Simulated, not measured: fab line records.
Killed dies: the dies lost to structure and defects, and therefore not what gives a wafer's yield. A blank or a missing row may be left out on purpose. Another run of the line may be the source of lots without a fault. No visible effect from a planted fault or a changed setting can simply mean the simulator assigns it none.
Chamber matching ; flow nandHarc ; NHARC_A_BLC_DESCUM_15 on rieDiel-06 has 4 sister chambers
The step chemistry O2, time 3 s. 7 wafers are shown with their chamber, then 8 later ones without.

== WAFERS WITH THEIR CHAMBER ==
wafer;chamber;showerheadPlenumPTorr (Torr);drypumpMotorCurrentA (A)
L077.2;0;1.84;5.2
L079.5;2;1.91;5.6
L079.6;1;1.77;5.4
L083.1;3;1.77;5.5
L083.2;1;1.77;5.4
L083.3;2;1.90;5.6
L090.2;0;1.84;5.1

== WAFERS WITHOUT THEIR CHAMBER ==
wafer;showerheadPlenumPTorr (Torr);drypumpMotorCurrentA (A)
L090.5;1.77;5.4
L090.6;1.84;5.2
L091.2;1.77;5.4
L091.4;1.90;5.6
L091.6;1.90;5.5
L093.1;1.84;5.2
L093.4;1.77;5.5
L093.6;1.77;5.5

== CHAMBER TAKEN BY EACH ==
wafer;from the rows above;in truth
L090.5;1;1
L090.6;0;0
L091.2;1;1
L091.4;2;2
L091.6;2;2
L093.1;0;0
L093.4;3;3
L093.6;3;3
Correctly placed: 8 of 8. Not placeable from these rows: 0. Number placed wrongly: 0.
How it was worked out, from the rows above alone: a wafer's distance from a chamber is the root of the sum, over the readings, of the square of ((its reading less the chamber's mean) divided by the reading's scatter). The wafer belongs to the nearest chamber; if the next one is less than 2 further off, it can't be placed. Each chamber's mean is taken over the wafers shown for it. The scatter: take each reading less its chamber's mean, square it, sum over the shown wafers, divide by the number of wafers less the number of chambers, and take the root.
